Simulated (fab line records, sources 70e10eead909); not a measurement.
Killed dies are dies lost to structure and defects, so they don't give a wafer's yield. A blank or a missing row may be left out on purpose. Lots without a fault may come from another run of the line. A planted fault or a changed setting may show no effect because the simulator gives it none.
A struck lot beside a sound one | flow nand_harc | 14 steps out of a route of 1159
Sound: wafers L687.1, L687.3, L687.6. Struck: wafers L692.1, L692.2, L692.5. The cause comes at the end.
At each step with rows: each side's tool, then ch and its chambers, then its first start. Under that, the readings that differ: sound wafers | struck wafers | difference of the means | sigmas: that difference in standard deviations of wafers without a fault.
alike: readings whose means differ by less than 2 such deviations, and words and numbers that are the same on both sides. not compared: withheld readings, readings that some wafer has no value for, bounds like >300 that may hide the same value, and numbers for which the record gives no deviation and whose values overlap.
The two part at a step that has a row with sigmas, a row that says differs or no value, or rows on one side only. Numbers that don't overlap but have no deviation are shown without sigmas and don't part them. A reading that every wafer of one side lacks parts them only if that side has two wafers or more.

NHARC_A_CONTACT_DESCUM_13: chemistry O2, time 3 s.
  sound on rie_diel-09 ch 0,2,3, day 19 12:23; struck on rie_diel-01 ch 0,1, day 20 23:25
  alike: drypump_motor_current_A, oes_product_au, rf_vpp_V, showerhead_plenum_p_Torr, throttle_valve_pct
  not compared: rf_hours_counter_h
NHARC_A_CONTACT_ETCH_88: etches the open film in CF4, target depth 39 nm, time 65 s.
  sound on rie_diel-09 ch 1,2, day 19 12:28; struck on rie_diel-01 ch 0,3, day 20 23:29
  alike: bias_w, cf4_flow_sccm, drypump_motor_current_A, oes_product_au, rf_vpp_V, showerhead_plenum_p_Torr, throttle_valve_pct
  not compared: rf_hours_counter_h
then, 1 step without rows for these wafers: NHARC_A_CONTACT_ETCH_89 (etches the open film in N2/H2, target depth 260 nm, time 475.3 s).
NHARC_A_CONTACT_ETCH_30: etches the open film in CF4/CHF3, target depth 60.5 nm, time 30.2 s.
  sound on rie_diel-09 ch 0,1,3; struck on rie_diel-01 ch 0,1,2
  reading               | sound             | struck            | difference | sigmas
  oes_product_au (a.u.) | 0.963 0.957 0.955 | 0.915 0.918 0.927 | -0.038     | -2
  alike: bias_w, cf4_flow_sccm, drypump_motor_current_A, rf_vpp_V, showerhead_plenum_p_Torr, throttle_valve_pct
  not compared: rf_hours_counter_h
then, 1 step without rows for these wafers: NHARC_A_CONTACT_ETCH_31 (etches the open film in O2/COS, target depth 2000 nm, time 520 s).
NHARC_A_CONTACT_ETCH_134: etches the open film in C4F8/O2/Ar, time 140 s, target depth 700 nm.
  sound on har_cap_etch-01 ch 1, day 19 13:26; struck on har_cap_etch-02 ch 0,1, day 21 00:44
  alike: chamber_pressure_mTorr, oes_air_line_au
  not compared: rf_hours_counter_h
then, 3 steps without rows for these wafers: NHARC_A_CONTACT_ETCH_135 (etches the open film in C4F8/O2/Ar, time 132 s, target depth 1287 nm); NHARC_A_CONTACT_ETCH_136 (etches the open film in C4F8/O2/Ar, time 132 s, target depth 1287 nm); NHARC_A_CONTACT_ETCH_137 (etches the open film in C4F8/O2/Ar, time 132 s, target depth 1287 nm).
NHARC_A_CONTACT_ETCH_138: etches the open film in C4F8/O2/Ar, time 132 s, target depth 1289 nm.
  sound on har_cap_etch-01 ch 1, day 19 14:00; struck on har_cap_etch-02 ch 0,1, day 21 01:18
  alike: chamber_pressure_mTorr, oes_air_line_au
  not compared: rf_hours_counter_h
then, 2 steps without rows for these wafers: NHARC_A_CONTACT_ETCH_139 (etches the open film in C4F8/O2/Ar, time 137 s, target depth 590 nm); NHARC_A_CONTACT_ETCH_92 (etches the open film in CH3F/O2, target depth 40 nm, time 85.7 s).
NHARC_A_CONTACT_ETCH_98: etches the open film in C4F6/O2, target depth 20 nm, time 10 s.
  sound on rie_diel-01 ch 0,3, day 19 14:40; struck on rie_diel-03 ch 0,1, day 21 01:58
  no value came back on the struck wafers for any of 7 readings (bias_w (W), c4f6_flow_sccm (sccm) and others); on the sound wafers bias_w (W) reads 502.7 499.5 500.8
  not compared: rf_hours_counter_h
NHARC_A_CONTACT_CD_MEAS_15:
  sound on cd_sem-03, day 19 14:44; struck on cd_sem-01, day 21 02:02
  alike: cd_nm

WHERE THEY PART
First at NHARC_A_CONTACT_ETCH_30; last, within this record, at NHARC_A_CONTACT_ETCH_98. Later steps at which nothing parts them and some readings are alike: NHARC_A_CONTACT_CD_MEAS_15.

WHY: what the simulator had put in
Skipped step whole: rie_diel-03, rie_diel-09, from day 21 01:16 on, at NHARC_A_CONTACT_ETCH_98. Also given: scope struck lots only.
